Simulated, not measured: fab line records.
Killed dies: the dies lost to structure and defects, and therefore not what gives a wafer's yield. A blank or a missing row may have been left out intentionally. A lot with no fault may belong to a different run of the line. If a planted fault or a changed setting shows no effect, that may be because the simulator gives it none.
Which tool was responsible?	flow nand_harc	at 1 step of a route of 1302, 15 lots with 45 wafers sampled

WHAT THE GAUGES READ, wafer by wafer
NHARC_A_M0_INSPECT_27.
lot	measured	on	raw_defect_count
L637	day 23 10:41	defect_inspect-02	474 535 559
L635	day 23 12:32	defect_inspect-02	432 603 717
L636	day 23 15:48	defect_inspect-02	775 762 790
L638	day 24 03:53	defect_inspect-02	899 416 629
L639	day 24 19:53	defect_inspect-02	719 630 912
L640	day 25 03:39	defect_inspect-02	454 447 508
L641	day 25 18:31	defect_inspect-02	456 498 435
L644	day 27 00:14	defect_inspect-01	516 490 418
L642	day 27 07:59	defect_inspect-02	511 540 454
L648	day 28 10:15	defect_inspect-01	497 528 434
L647	day 28 16:29	defect_inspect-01	516 493 346
L650	day 29 08:46	defect_inspect-02	800 913 999
L654	day 31 07:13	defect_inspect-02	495 480 571
L655	day 31 16:21	defect_inspect-01	490 594 439
L656	day 32 06:01	defect_inspect-01	550 577 544

EACH LOT AND THE TOOL THAT RAN IT (in order: tool; ch and the chambers of the sampled wafers; start)
There is no process step in the record ahead of these readings.

WHAT THE TOOLS THEMSELVES READ (means of the sampled wafers that have a number; where no wafer has one, the mark that the record gives instead)
The record holds no such reading with a usual standard deviation.

THE ANSWER, worked out from the rows above alone
Rule: usual is defined by the lots themselves. Put in order of their means at a reading, lots are off if they are a third of the lots or fewer, leave a main group of 4 or more, and stand apart from it by a gap of 3 or more times the standard deviation of the main group's means; of several such gaps the widest counts. Not used: any main group whose means are identical at the precision the tables above print for the reading. A lot without any number at a reading at which 4 lots or more have one is off too. The other lots that the step has rows for count as sound. Order of review: gauges by route order, followed by the tools' own readings, for which a lot's mean as printed above is used. At the first step where some lot is off, the reading lying furthest off is the one used; lots without a number count as furthest.
Nothing can be told from this: no lot is off at any reading shown.

WHAT THE SIMULATOR PUT IN
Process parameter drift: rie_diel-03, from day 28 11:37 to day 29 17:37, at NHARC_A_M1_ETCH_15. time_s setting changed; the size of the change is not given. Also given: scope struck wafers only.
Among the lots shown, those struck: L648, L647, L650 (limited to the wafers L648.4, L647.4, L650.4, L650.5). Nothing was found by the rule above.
